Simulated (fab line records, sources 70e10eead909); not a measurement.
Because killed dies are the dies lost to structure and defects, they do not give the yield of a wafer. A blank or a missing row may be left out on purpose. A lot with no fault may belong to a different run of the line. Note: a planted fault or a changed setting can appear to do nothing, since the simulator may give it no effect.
Check of tool commonality :: flow nand-harc :: Sampled: 2 lots, 6 wafers

REASON FOR OPENING
At NHARC_END_SORT_01 the reading killed-at-periphery is flagged on 2 of 2 lots. Fault-free wafers read 4.1, with a standard deviation of 2.7.
Rule: a lot gets a flag if all its wafers with a number sit over 4 standard deviations from that mean, or if no wafer of it has a number. The other lots count as sound.

lot: L113
measured: day 28 19:38
on: prober-02
killed-at-periphery, wafer by wafer: 616 619 604
flag: FLAGGED

lot: L116
measured: day 30 09:52
on: prober-01
killed-at-periphery, wafer by wafer: 623 638 621
flag: FLAGGED
On average the flagged lots read 620.2, which is +616.1 against the usual, or +99 or more standard deviations.

WHICH TOOL RAN EACH LOT
4 process steps preceding the reading are held in the record, out of 1302 steps in the route. Cell contents, in order: the tool; ch with the chambers the sampled wafers went through; the start.
lot: L113
flag: FLAGGED
NHARC_P_GATE_DEVELOP_45: litho-track-02 ch 0, day 9 16:00
NHARC_THIN_TSV_DEP_47: no row
NHARC_THIN_TSV_ETCHBACK_48: no row
NHARC_THIN_TSV_PVD_51: no row

lot: L116
flag: FLAGGED
NHARC_P_GATE_DEVELOP_45: litho-track-02 ch 0, day 11 05:00
NHARC_THIN_TSV_DEP_47: no row
NHARC_THIN_TSV_ETCHBACK_48: no row
NHARC_THIN_TSV_PVD_51: no row
These steps, and what they do:
- NHARC_P_GATE_DEVELOP_45: time 70 s.
- NHARC_THIN_TSV_DEP_47: deposits SiO2, target thk 200 nm.
- NHARC_THIN_TSV_ETCHBACK_48: etches the open film in C4F8/Ar, target depth 1028.5 nm, time 405.17 s.
- NHARC_THIN_TSV_PVD_51: deposits Cu, target thk 100 nm.
- NHARC_END_SORT_01

FLAGGED OVER TOTAL, TOOL BY TOOL (the gauges that took the reading come last)
step: NHARC_P_GATE_DEVELOP_45
tool: litho-track-02
lots run: 2
flagged: 2
share of the flagged lots: all
sound lots run after its first flagged lot: 0

step: NHARC_END_SORT_01
tool: prober-01
lots run: 1
flagged: 1
share of the flagged lots: some
sound lots run after its first flagged lot: 0

step: NHARC_END_SORT_01
tool: prober-02
lots run: 1
flagged: 1
share of the flagged lots: some
sound lots run after its first flagged lot: 0

WHAT THE TABLE ALLOWS
All flagged lots share 1 row of the table, namely litho-track-02 at NHARC_P_GATE_DEVELOP_45.
- litho-track-02 at NHARC_P_GATE_DEVELOP_45 ran 2 lots, 2 of them flagged. The start can't be narrowed down: in this sample, it ran no sound lot prior to its first flagged lot.
What remains is a single tool, litho-track-02 at NHARC_P_GATE_DEVELOP_45.

WHAT WAS PUT IN BY THE SIMULATOR
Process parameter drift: litho-track-02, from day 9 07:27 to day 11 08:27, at NHARC_P_GATE_DEVELOP_45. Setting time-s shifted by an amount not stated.
Lots struck among those shown: L113, L116. Same finding as the rule above.
